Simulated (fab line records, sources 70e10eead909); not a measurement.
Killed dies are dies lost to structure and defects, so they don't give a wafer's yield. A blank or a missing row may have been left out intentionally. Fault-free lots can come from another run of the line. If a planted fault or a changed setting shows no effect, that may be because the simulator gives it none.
fab line records + flow nand-harc
record
- lots=6
- wafers=18
- last-day=30
route steps=1302 shown A_STAIRCASE@838 END@1302
lots that met no fault: from a run of the same line without faults
start-h: start of the lot's first displayed wafer, in hours after the record's first day + wait-h: time in hours since the lot's previous step + " as in the row above + L1.1+2: a single row standing in for several wafers + - no value, or no start was given + * or withheld: withheld + < > ~ a bound
route shown NAME@n: NAME is a module with steps in the file, n the number in the route of the first one + usual: mean/standard deviation taken from wafers without a fault + same: alike in all rows + chamber/n: place in a boat + sites: per-site readings + _std_site: standard deviation of those values + _edge_site: inner sites' mean taken away from outer sites' mean + radius-mm: for every site, how far away it sits from the centre of the wafer + mask NAME#n: copy n + behind: tool/chamber where the wafer was last shaped + hold: reason for holding the lot/hours on hold/outcome of the hold + device: the transistor (n, p or np) that didn't switch + end of line: the tests these same wafers got at the end of their route + a step without rows: its recipe alone + killed: at the first sort, the dies lost to defects and structure; wafer yield is something else + map: a wafer's dies, marking killed ones x, the rest . and places with no die _
set.NAME: the run value of the setting; set.NAME@STEP: its run value at that earlier step + model.NAME: the simulator's own value behind a step, which no gauge read
lots seen at some steps along the route; tables by step, rows by wafer
services: a tool's chamber out of use, with start hour (start-h, from the record's first day; less than 0 if before it), hours out, and reason
## steps
# step NHARC_A_STAIRCASE_PRECLEAN_318
# recipe
- time-s=*
- temp-c=50
- bath-age-min=0
- chemistry=SC1
# step NHARC_A_STAIRCASE_SRD_329
# step NHARC_A_STAIRCASE_ALD_415
# recipe
- target-thk-a=300
- pulse-time-s=6
- ald-cycles=300
- temp-c=300
- material=SiO2
# step NHARC_A_STAIRCASE_ETCHBACK_416
# recipe
- target-depth-a=360
- time-s=7.2
- c4f8-flow-sccm=withheld
- o2-flow-sccm=8
- ar-flow-sccm=withheld
- rf-w=600
- bias-w=800
- chemistry=C4F8/O2/Ar
# step NHARC_A_STAIRCASE_STRIP_476
# recipe
- time-s=20
- o2-flow-sccm=500
- ar-flow-sccm=0
- bias-w=0
- chemistry=O2
# usual
- drypump-motor-current-A=6.0/0.57
- oes-product-au=0.998/0.0096
- rf-vpp-V=57.8/0.84
- showerhead-plenum-p-Torr=3.54/0.17
- throttle-valve-pct=17.035/0.0093
| lot.wafer | tool        | chamber | start-h | wait-h | drypump-motor-current-A | oes-product-au | rf-hours-counter-h | rf-vpp-V | showerhead-plenum-p-Torr | throttle-valve-pct |
|-----------|-------------|---------|---------|--------|-------------------------|----------------|--------------------|----------|--------------------------|--------------------|
| L786.3    | rie-diel-08 | 2       | 404.87  | 0.1    | 5.5                     | 1.002          | 10                 | 57.3     | 3.56                     | 17.045             |
| L786.4    | "           | 3       | "       | "      | 6.3                     | 0.989          | 12                 | 58.4     | 3.77                     | 17.025             |
| L786.6    | "           | 1       | "       | "      | 6.5                     | 0.999          | -                  | 58.4     | 3.45                     | 17.045             |
| L788.4    | rie-diel-08 | 1       | 405.96  | 0.1    | 6.5                     | 1.000          | 9                  | 58.3     | 3.45                     | 17.028             |
| L788.6    | "           | 2       | "       | "      | 5.5                     | 0.992          | -                  | 58.5     | 3.56                     | 17.017             |
| L788.5    | "           | 3       | "       | "      | 6.3                     | 0.989          | -                  | 58.6     | 3.77                     | 17.033             |
| L792.4    | rie-diel-11 | 0       | 460.63  | 0.1    | 6.2                     | 0.999          | 4                  | 57.0     | 3.31                     | 17.031             |
| L792.1    | "           | 1       | "       | "      | 6.2                     | 0.992          | 4                  | 59.0     | 3.44                     | 17.021             |
| L792.2    | "           | 3       | "       | "      | 6.1                     | 0.990          | 6                  | 58.0     | 3.56                     | 17.025             |
| L798.2    | rie-diel-08 | 1       | 519.04  | 0.1    | 6.5                     | 1.001          | 49                 | 56.5     | 3.43                     | 17.038             |
| L798.3    | "           | 2       | "       | "      | 5.5                     | 0.993          | 46                 | 59.0     | 3.54                     | 17.039             |
| L798.6    | "           | 0       | "       | "      | 4.9                     | 1.004          | -                  | 59.3     | 3.78                     | 17.025             |
| L801.2    | rie-diel-11 | 0       | 544.90  | 0.1    | 6.2                     | 0.991          | 31                 | 57.9     | 3.29                     | 17.032             |
| L801.4    | "           | 1       | "       | "      | 6.2                     | 0.998          | 34                 | 57.7     | 3.42                     | 17.032             |
| L801.1    | "           | 2       | "       | "      | 6.6                     | 0.988          | 36                 | 56.9     | 3.45                     | 17.036             |
| L802.4    | rie-diel-13 | 1       | 549.61  | 0.1    | 6.6                     | 1.006          | 7                  | 58.1     | 3.30                     | 17.021             |
| L802.6    | "           | 0       | "       | "      | 5.1                     | 0.988          | -                  | 58.1     | 3.48                     | 17.043             |
| L802.5    | "           | 1       | "       | "      | 6.7                     | 1.006          | -                  | 57.0     | 3.30                     | 17.038             |
# step NHARC_A_STAIRCASE_DEP_417
# recipe
- target-thk-a=600
- step-coverage-pct=20
- temp-c=400
- target-thk-nm=60
- flow-sccm=200
- rf-w=450
- material=Si3N4
# usual
- heater-power-w=689/76
| lot.wafer | tool     | chamber | start-h | wait-h | heater-power-w | since-wet-clean-h |
|-----------|----------|---------|---------|--------|----------------|-------------------|
| L786.3    | pecvd-03 | 2       | 404.96  | -      | 702            | 26                |
| L786.6    | "        | 2       | "       | "      | 687            | -                 |
| L786.4    | "        | 0       | "       | "      | 605            | -                 |
| L788.4    | pecvd-02 | 0       | 406.18  | -      | 655            | -                 |
| L788.6    | "        | 1       | "       | "      | 698            | -                 |
| L788.5    | "        | 2       | "       | "      | 669            | -                 |
| L792.2    | pecvd-02 | 1       | 460.84  | -      | 805            | 40                |
| L792.1    | "        | 2       | "       | "      | 723            | 40                |
| L792.4    | "        | 1       | "       | "      | 819            | -                 |
| L798.2    | pecvd-03 | 1       | 519.18  | -      | 620            | 140               |
| L798.3    | "        | 2       | "       | "      | 700            | 140               |
| L798.6    | "        | 1       | "       | "      | 618            | -                 |
| L801.1    | pecvd-02 | 0       | 545.00  | -      | 598            | 124               |
| L801.2    | "        | 2       | "       | "      | 680            | 124               |
| L801.4    | "        | 1       | "       | "      | 798            | -                 |
| L802.6    | pecvd-02 | 2       | 549.88  | -      | 654            | -                 |
| L802.4    | "        | 0       | "       | "      | 594            | -                 |
| L802.5    | "        | 1       | "       | "      | 785            | -                 |
# step NHARC_A_STAIRCASE_WET_418
# recipe
- temp-c=160
- target-depth-a=200
- chemistry=H3PO4
# step NHARC_A_STAIRCASE_PRECLEAN_419
# recipe
- time-s=*
- temp-c=50
- bath-age-min=0
- chemistry=SC1
# step NHARC_A_STAIRCASE_SRD_421
# step NHARC_A_STAIRCASE_ALD_420
# recipe
- target-thk-a=200
- pulse-time-s=6
- ald-cycles=200
- temp-c=300
- material=SiO2
# usual
- heater-power-w=475/60
- precursor-pulse-height-rel=1.002/0.017
# same
- ald-cycles=200
| lot.wafer | tool      | chamber | start-h | wait-h | heater-power-w | precursor-pulse-height-rel | since-wet-clean-h |
|-----------|-----------|---------|---------|--------|----------------|----------------------------|-------------------|
| L786.3    | ald-hk-01 | 0       | 406.71  | -      | 421            | 1.002                      | 101               |
| L786.4    | "         | 2       | "       | "      | 552            | 1.001                      | 101               |
| L786.6    | "         | 3       | "       | "      | 459            | 0.983                      | -                 |
| L788.4    | ald-hk-04 | 3       | 409.23  | -      | 418            | 0.985                      | 141               |
| L788.6    | "         | 0       | "       | "      | 587            | 1.012                      | -                 |
| L788.5    | "         | 1       | "       | "      | 393            | 0.968                      | -                 |
| L792.1    | ald-hk-04 | 2       | 462.65  | -      | 553            | 0.997                      | 15                |
| L792.4    | "         | 3       | "       | "      | 414            | 1.029                      | 15                |
| L792.2    | "         | 1       | "       | "      | 405            | 0.978                      | 16                |
| L798.3    | ald-hk-04 | 3       | 521.85  | -      | 408            | 1.010                      | 74                |
| L798.2    | "         | 0       | "       | "      | 566            | 1.007                      | 75                |
| L798.6    | "         | 0       | "       | "      | 541            | 0.973                      | -                 |
| L801.1    | ald-hk-04 | 3       | 547.71  | -      | 415            | 0.976                      | 100               |
| L801.2    | "         | 0       | "       | "      | 556            | 0.967                      | 101               |
| L801.4    | "         | 1       | "       | "      | 403            | 1.007                      | 101               |
| L802.4    | ald-hk-04 | 2       | 552.47  | -      | 562            | 1.027                      | 105               |
| L802.5    | "         | 2       | "       | "      | 542            | 0.978                      | -                 |
| L802.6    | "         | 3       | "       | "      | 411            | 1.027                      | -                 |
# step NHARC_A_STAIRCASE_CVD_552
# recipe
- target-thk-a=400
- temp-c=700
- pressure-mtorr=300
- material=SiNx
# step NHARC_A_STAIRCASE_DEP_151
# recipe
- target-thk-a=72000
- temp-c=400
- target-thk-nm=7200
- teos-flow-sccm=200
- rf-w=500
- material=SiO2
# usual
- heater-power-w=616/70
| lot.wafer | tool     | chamber | start-h | wait-h | heater-power-w | since-wet-clean-h |
|-----------|----------|---------|---------|--------|----------------|-------------------|
| L786.3    | pecvd-01 | 0       | 414.65  | 0.4    | 710            | 90                |
| L786.4    | "        | 1       | "       | "      | 649            | -                 |
| L786.6    | "        | 2       | "       | "      | 535            | -                 |
| L788.4    | pecvd-01 | 2       | 415.51  | 1.2    | 536            | -                 |
| L788.5    | "        | 0       | "       | "      | 646            | -                 |
| L788.6    | "        | 1       | "       | "      | 645            | -                 |
| L792.2    | pecvd-02 | 2       | 470.81  | 0.4    | 609            | 50                |
| L792.1    | "        | 0       | "       | "      | 612            | 50                |
| L792.4    | "        | 2       | "       | "      | 582            | -                 |
| L798.3    | pecvd-03 | 2       | 529.98  | 0.4    | 636            | 151               |
| L798.2    | "        | 1       | "       | "      | 585            | 151               |
| L798.6    | "        | 0       | "       | "      | 519            | -                 |
| L801.2    | pecvd-02 | 0       | 556.49  | 0.9    | 570            | 136               |
| L801.1    | "        | 2       | "       | "      | 647            | 136               |
| L801.4    | "        | 1       | "       | "      | 644            | -                 |
| L802.5    | pecvd-02 | 1       | 560.92  | 0.7    | 642            | -                 |
| L802.6    | "        | 2       | "       | "      | 611            | -                 |
| L802.4    | "        | 0       | "       | "      | 500            | -                 |
# step NHARC_A_STAIRCASE_ANNEAL_320
# recipe
- temp-c=750
- time-s=1800
# step NHARC_A_STAIRCASE_DEP_322
# recipe
- target-thk-a=72000
- temp-c=400
- target-thk-nm=7200
- teos-flow-sccm=200
- rf-w=500
- material=SiO2
# step NHARC_A_STAIRCASE_ANNEAL_323
# recipe
- temp-c=750
- time-s=1800
# step NHARC_A_STAIRCASE_DEP_325
# recipe
- target-thk-a=72000
- temp-c=400
- target-thk-nm=7200
- teos-flow-sccm=200
- rf-w=500
- material=SiO2
# step NHARC_A_STAIRCASE_ANNEAL_326
# recipe
- temp-c=750
- time-s=1800
# step NHARC_A_STAIRCASE_DEHYDRATE_433
# recipe
- temp-c=150
- time-s=120
# step NHARC_A_STAIRCASE_HMDS_434
# recipe
- time-s=30
# step NHARC_A_STAIRCASE_COAT_435
# recipe
- spin-rpm=1200
# step NHARC_A_STAIRCASE_SOFTBAKE_436
# recipe
- temp-c=135
- time-s=170
# step NHARC_A_STAIRCASE_EBR_437
# step NHARC_A_STAIRCASE_EXPOSE_438
# recipe
- na=0.5
- dose-mj=28.97
- mask-id=STAIR_REV
# step NHARC_A_STAIRCASE_PEB_439
# recipe
- peb-temp-c=115
- peb-time-s=130
# step NHARC_A_STAIRCASE_DEVELOP_440
# recipe
- time-s=140
# step NHARC_A_STAIRCASE_HARDBAKE_442
# recipe
- temp-c=120
- time-s=140
# step NHARC_A_STAIRCASE_DESCUM_443
# recipe
- time-s=3
- o2-flow-sccm=200
- ar-flow-sccm=0
- bias-power-w=0
- chemistry=O2
# step NHARC_A_STAIRCASE_ETCH_444
# recipe
- target-depth-a=2.04e+05
- time-s=6800
- c4f8-flow-sccm=20
- o2-flow-sccm=10
- ar-flow-sccm=withheld
- rf-w=600
- bias-w=1000
- chemistry=C4F8/O2
# usual
- oes-product-au=0.933/0.018
- rf-vpp-V=807/5.3
| lot.wafer | tool        | chamber | start-h | wait-h | oes-product-au | rf-hours-counter-h | rf-vpp-V |
|-----------|-------------|---------|---------|--------|----------------|--------------------|----------|
| L786.4    | rie-diel-13 | 1       | 440.71  | 0.7    | 0.925          | 25                 | 800      |
| L786.3    | "           | 2       | "       | "      | 0.935          | 25                 | 816      |
| L786.6    | "           | 0       | "       | "      | 0.924          | -                  | 805      |
| L788.4    | rie-diel-08 | 0       | 442.94  | 2.9    | 0.926          | 26                 | 816      |
| L788.6    | "           | 0       | 444.81  | 4.7    | 0.949          | -                  | 815      |
| L788.5    | "           | 1       | "       | "      | 0.929          | -                  | 804      |
| L792.2    | rie-diel-11 | 2       | 498.15  | 0.1    | 0.915          | 15                 | 807      |
| L792.1    | "           | 3       | "       | "      | 0.910          | 15                 | 807      |
| L792.4    | "           | 1       | "       | "      | 0.917          | 14                 | 804      |
| L798.2    | rie-diel-11 | 0       | 557.81  | 0.1    | 0.922          | 34                 | 798      |
| L798.3    | "           | 3       | 559.24  | 1.5    | 0.922          | 36                 | 807      |
| L798.6    | "           | 0       | "       | "      | 0.926          | -                  | 799      |
| L802.4    | rie-diel-13 | 2       | 580.03  | 0.6    | 0.926          | 15                 | 814      |
| L802.5    | "           | 1       | 581.45  | 1.9    | 0.929          | -                  | 799      |
| L802.6    | "           | 2       | "       | "      | 0.928          | -                  | 817      |
| L801.4    | rie-diel-11 | 2       | 580.04  | 0.6    | 0.925          | 48                 | 805      |
| L801.2    | "           | 3       | "       | "      | 0.928          | 44                 | 808      |
| L801.1    | "           | 0       | "       | "      | 0.919          | 44                 | 797      |
# step NHARC_A_STAIRCASE_STRIP_446
# recipe
- power-w=1500
- temp-c=250
- chemistry=O2
# step NHARC_A_STAIRCASE_STRIP_447
# recipe
- time-s=900
- temp-c=130
- chemistry=SPM
# step NHARC_A_STAIRCASE_PRECLEAN_448
# recipe
- time-s=*
- temp-c=50
- bath-age-min=0
- chemistry=SC1
# step NHARC_A_STAIRCASE_SRD_449
# step NHARC_A_STAIRCASE_CMP_450
# recipe
- target-thk-nm=200
- material=SiO2
# usual
- edge-zone-pressure-frac=1.000/0.0052
- motor-current-A=11.5/1.2
- slurry-filter-dp-kPa=13.50/0.14
| lot.wafer | tool   | chamber | start-h | wait-h | edge-zone-pressure-frac | motor-current-A | slurry-filter-dp-kPa |
|-----------|--------|---------|---------|--------|-------------------------|-----------------|----------------------|
| L786.3    | cmp-01 | 3       | 445.41  | -      | 0.993                   | 11.3            | 13.41                |
| L786.4    | "      | 0       | "       | "      | 0.997                   | 9.3             | 13.66                |
| L786.6    | "      | 2       | "       | "      | 1.004                   | 10.9            | 13.75                |
| L788.4    | cmp-01 | 1       | 448.12  | -      | 0.994                   | 11.8            | 13.62                |
| L788.6    | "      | 3       | "       | "      | 0.987                   | 11.1            | 13.48                |
| L788.5    | "      | 0       | "       | "      | 0.996                   | 9.3             | 13.24                |
| L792.1    | cmp-01 | 2       | 503.35  | -      | 1.001                   | 10.3            | 13.40                |
| L792.4    | "      | 0       | "       | "      | 1.004                   | 9.5             | 13.51                |
| L792.2    | "      | 1       | "       | "      | 1.000                   | 11.5            | 13.59                |
| L798.2    | cmp-03 | 3       | 563.05  | -      | 0.994                   | 14.6            | 13.37                |
| L798.3    | "      | 0       | "       | "      | 0.987                   | 12.4            | 13.53                |
| L798.6    | "      | 2       | "       | "      | 0.994                   | 11.6            | 13.43                |
| L802.4    | cmp-03 | 3       | 584.80  | -      | 1.001                   | 14.7            | 13.57                |
| L802.6    | "      | 1       | "       | "      | 1.004                   | 10.9            | 13.53                |
| L802.5    | "      | 2       | "       | "      | 0.998                   | 12.0            | 13.39                |
| L801.4    | cmp-01 | 2       | 584.96  | -      | 0.996                   | 10.6            | 13.47                |
| L801.1    | "      | 3       | "       | "      | 0.997                   | 10.9            | 13.63                |
| L801.2    | "      | 1       | "       | "      | 1.006                   | 12.3            | 13.58                |
# step NHARC_A_STAIRCASE_CMP_152
# step NHARC_A_STAIRCASE_SRD_154
# step NHARC_END_SORT_01
# recipe
- temp-c=25
# usual
- killed-at-array=55/17
- killed-at-other=1.1/1.6
- killed-at-periphery=3.8/2.5
- killed-dies=60/18
- killed-open=3.3/1.9
- killed-short=2.5/1.7
# same
- gross-dies=677
| lot.wafer | tool      | chamber | start-h | wait-h | killed-at-array | killed-at-other | killed-at-periphery | killed-dies | killed-open | killed-short |
|-----------|-----------|---------|---------|--------|-----------------|-----------------|---------------------|-------------|-------------|--------------|
| L798.2    | prober-02 | 0       | 687.67  | 2.8    | 57              | 1               | 5                   | 63          | 2           | 4            |
| L798.3    | prober-02 | 0       | 688.48  | 3.1    | 55              | 3               | 2                   | 60          | 4           | 3            |
| L798.6    | prober-02 | 0       | 690.90  | 4.0    | 46              | 3               | 7                   | 56          | 3           | 2            |
| L802.4    | prober-02 | 0       | 710.10  | 3.4    | 669             | 0               | 8                   | 677         | 4           | 3            |
| L801.2    | prober-01 | 0       | 719.88  | 2.8    | 672             | 0               | 5                   | 677         | 3           | 3            |
| L801.4    | prober-01 | 0       | 721.48  | 3.4    | 669             | 1               | 7                   | 677         | 7           | 1            |
# killed by level:class
L798.2 A_CHANNEL_HOLE_D2:chamber-film-flake=27 A_SLIT:chamber-film-flake=13 P_CONTACT:chamber-film-flake=3 A_STAIRCASE:chamber-film-flake=3 A_WL_FILL:geometric-particle:short=2 A_CHANNEL_HOLE_D1:chamber-film-flake=2 A_DECK1_JOINT:chamber-film-flake=2 A_WL_FILL:chamber-film-flake=2
L798.3 A_CHANNEL_HOLE_D2:chamber-film-flake=24 A_SLIT:chamber-film-flake=9 A_CHANNEL_HOLE_D1:chamber-film-flake=6 A_CONTACT:chamber-film-flake=3 A_STAIRCASE:chamber-film-flake=2 A_SGD_CUT:chamber-film-flake=2 A_M0:chamber-film-flake=2 THIN_TSV:chamber-film-flake=2
L798.6 A_SLIT:chamber-film-flake=12 A_CHANNEL_HOLE_D2:chamber-film-flake=11 A_CONTACT:chamber-film-flake=9 A_CHANNEL_HOLE_D1:chamber-film-flake=4 P_ZERO_WELL:chamber-film-flake=3 THIN_TSV:chamber-film-flake=3 A_STAIRCASE:chamber-film-flake=2 A_SGD_CUT:chamber-film-flake=2
L802.4 A_STAIRCASE:area-dep=602 A_SLIT:chamber-film-flake=33 A_CHANNEL_HOLE_D1:chamber-film-flake=8 A_STAIRCASE:chamber-film-flake=8 A_CONTACT:chamber-film-flake=4 P_M2:chamber-film-flake=3 A_ZERO_WELL:chamber-film-flake=3 A_WL_FILL:geometric-particle:short=2
L801.2 A_STAIRCASE:area-dep=624 A_CHANNEL_HOLE_D1:chamber-film-flake=28 A_CONTACT:chamber-film-flake=5 A_SLIT:chamber-film-flake=4 P_ZERO_WELL:chamber-film-flake=3 A_BONDPAD:chamber-film-flake=3 A_CHANNEL_FILL_D1:chamber-film-flake=2 P_STI:geometric-particle:open=1
L801.4 A_STAIRCASE:area-dep=621 A_CHANNEL_HOLE_D1:chamber-film-flake=26 A_CONTACT:chamber-film-flake=4 A_SLIT:chamber-film-flake=3 A_STAIRCASE:chamber-film-flake=3 A_DECK1_JOINT:geometric-particle:open=2 P_ZERO_WELL:chamber-film-flake=2 P_M2:chamber-film-flake=2
# map L801.2 (x killed, . not)
____________x____________
_________xxxxxxx_________
_______xxxxxxxxxxx_______
______xxxxxxxxxxxxx______
_____xxxxxxxxxxxxxxx_____
____xxxxxxxxxxxxxxxxx____
____xxxxxxxxxxxxxxxxx____
___xxxxxxxxxxxxxxxxxxx___
___xxxxxxxxxxxxxxxxxxx___
__xxxxxxxxxxxxxxxxxxxxx__
__xxxxxxxxxxxxxxxxxxxxx__
_xxxxxxxxxxxxxxxxxxxxxxx_
_xxxxxxxxxxxxxxxxxxxxxxx_
_xxxxxxxxxxxxxxxxxxxxxxx_
_xxxxxxxxxxxxxxxxxxxxxxx_
_xxxxxxxxxxxxxxxxxxxxxxx_
xxxxxxxxxxxxxxxxxxxxxxxxx
xxxxxxxxxxxxxxxxxxxxxxxxx
xxxxxxxxxxxxxxxxxxxxxxxxx
xxxxxxxxxxxxxxxxxxxxxxxxx
xxxxxxxxxxxxxxxxxxxxxxxxx
_xxxxxxxxxxxxxxxxxxxxxxx_
_xxxxxxxxxxxxxxxxxxxxxxx_
_xxxxxxxxxxxxxxxxxxxxxxx_
_xxxxxxxxxxxxxxxxxxxxxxx_
_xxxxxxxxxxxxxxxxxxxxxxx_
__xxxxxxxxxxxxxxxxxxxxx__
__xxxxxxxxxxxxxxxxxxxxx__
___xxxxxxxxxxxxxxxxxxx___
___xxxxxxxxxxxxxxxxxxx___
____xxxxxxxxxxxxxxxxx____
____xxxxxxxxxxxxxxxxx____
_____xxxxxxxxxxxxxxx_____
______xxxxxxxxxxxxx______
_______xxxxxxxxxxx_______
_________xxxxxxx_________
____________x____________
# map L802.4 (x killed, . not)
____________x____________
_________xxxxxxx_________
_______xxxxxxxxxxx_______
______xxxxxxxxxxxxx______
_____xxxxxxxxxxxxxxx_____
____xxxxxxxxxxxxxxxxx____
____xxxxxxxxxxxxxxxxx____
___xxxxxxxxxxxxxxxxxxx___
___xxxxxxxxxxxxxxxxxxx___
__xxxxxxxxxxxxxxxxxxxxx__
__xxxxxxxxxxxxxxxxxxxxx__
_xxxxxxxxxxxxxxxxxxxxxxx_
_xxxxxxxxxxxxxxxxxxxxxxx_
_xxxxxxxxxxxxxxxxxxxxxxx_
_xxxxxxxxxxxxxxxxxxxxxxx_
_xxxxxxxxxxxxxxxxxxxxxxx_
xxxxxxxxxxxxxxxxxxxxxxxxx
xxxxxxxxxxxxxxxxxxxxxxxxx
xxxxxxxxxxxxxxxxxxxxxxxxx
xxxxxxxxxxxxxxxxxxxxxxxxx
xxxxxxxxxxxxxxxxxxxxxxxxx
_xxxxxxxxxxxxxxxxxxxxxxx_
_xxxxxxxxxxxxxxxxxxxxxxx_
_xxxxxxxxxxxxxxxxxxxxxxx_
_xxxxxxxxxxxxxxxxxxxxxxx_
_xxxxxxxxxxxxxxxxxxxxxxx_
__xxxxxxxxxxxxxxxxxxxxx__
__xxxxxxxxxxxxxxxxxxxxx__
___xxxxxxxxxxxxxxxxxxx___
___xxxxxxxxxxxxxxxxxxx___
____xxxxxxxxxxxxxxxxx____
____xxxxxxxxxxxxxxxxx____
_____xxxxxxxxxxxxxxx_____
______xxxxxxxxxxxxx______
_______xxxxxxxxxxx_______
_________xxxxxxx_________
____________x____________
## services
| tool        | chamber | start-h | hours | kind   |
|-------------|---------|---------|-------|--------|
| rie-diel-08 | 1       | 385.33  | 6.2   | repair |
| cmp-01      | -       | 389.66  | 4.3   | repair |
| pecvd-03    | -       | 402.64  | 0.9   | repair |
| pecvd-02    | -       | 408.03  | 13.0  | pm     |
| pecvd-01    | -       | 409.46  | 0.5   | repair |
| rie-diel-11 | 0       | 435.20  | 3.0   | repair |
| pecvd-02    | -       | 435.28  | 1.9   | repair |
| rie-diel-11 | -       | 435.99  | 9.0   | pm     |
| ald-hk-04   | -       | 437.66  | 10.0  | pm     |
| pecvd-03    | 2       | 440.93  | 10.4  | repair |
| cmp-03      | -       | 456.24  | 4.0   | pm     |
| rie-diel-08 | 0       | 462.37  | 9.5   | repair |
| cmp-01      | -       | 467.44  | 0.8   | repair |
| rie-diel-13 | 0       | 471.12  | 7.6   | repair |
| rie-diel-11 | 0       | 485.74  | 1.2   | repair |
| cmp-01      | -       | 490.28  | 2.0   | repair |
| cmp-01      | -       | 496.44  | 2.6   | repair |
| pecvd-02    | 0       | 511.88  | 20.5  | repair |
| rie-diel-13 | -       | 519.35  | 9.0   | pm     |
| rie-diel-08 | -       | 544.93  | 9.0   | pm     |
| pecvd-03    | -       | 547.31  | 13.0  | pm     |
| cmp-01      | -       | 547.87  | 1.2   | repair |
| rie-diel-08 | 1       | 558.67  | 8.7   | repair |
| rie-diel-13 | 3       | 570.33  | 8.1   | repair |
## key
first-sign
- step=NHARC_END_SORT_01
- reading=killed-at-array
- direction=up
- sigmas=35
- usual=55
- struck=670
effect
- step=NHARC_END_SORT_01
- reading=killed-dies
- direction=up
- sigmas=35
- usual=60
- struck=677
more-kills-born-at
- NHARC_A_STAIRCASE_DEP_151@pecvd-02=1847
met-at NHARC_A_STAIRCASE_DEP_151
struck-wafers L801.2,L801.4,L802.4
later-rows-left-out L801.2,L801.4,L802.4
tester-left-out L801,L802
onset-between 470.81 556.49
fault
- kind=process-parameter-drift
- tool=pecvd-02
- chamber=-
- onset-h=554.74
- steps=NHARC_A_STAIRCASE_DEP_151
- channel=target-thk-a
- offset=*
- shape=step
- end-h=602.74
- scope=struck-wafers-only
- acts-in=*
- stated=*
# tester-left-out: of these lots the tester's yield and bins aren't shown, on N5 and GAA mostly nor the transistor test; their killed dies are dies lost to structure and defects alone, not to doping, threshold or leakage, so they don't give the yield
# later-rows-left-out: the simulator's readings of these wafers behind a module that went badly wrong aren't trusted and aren't shown, but for the sort
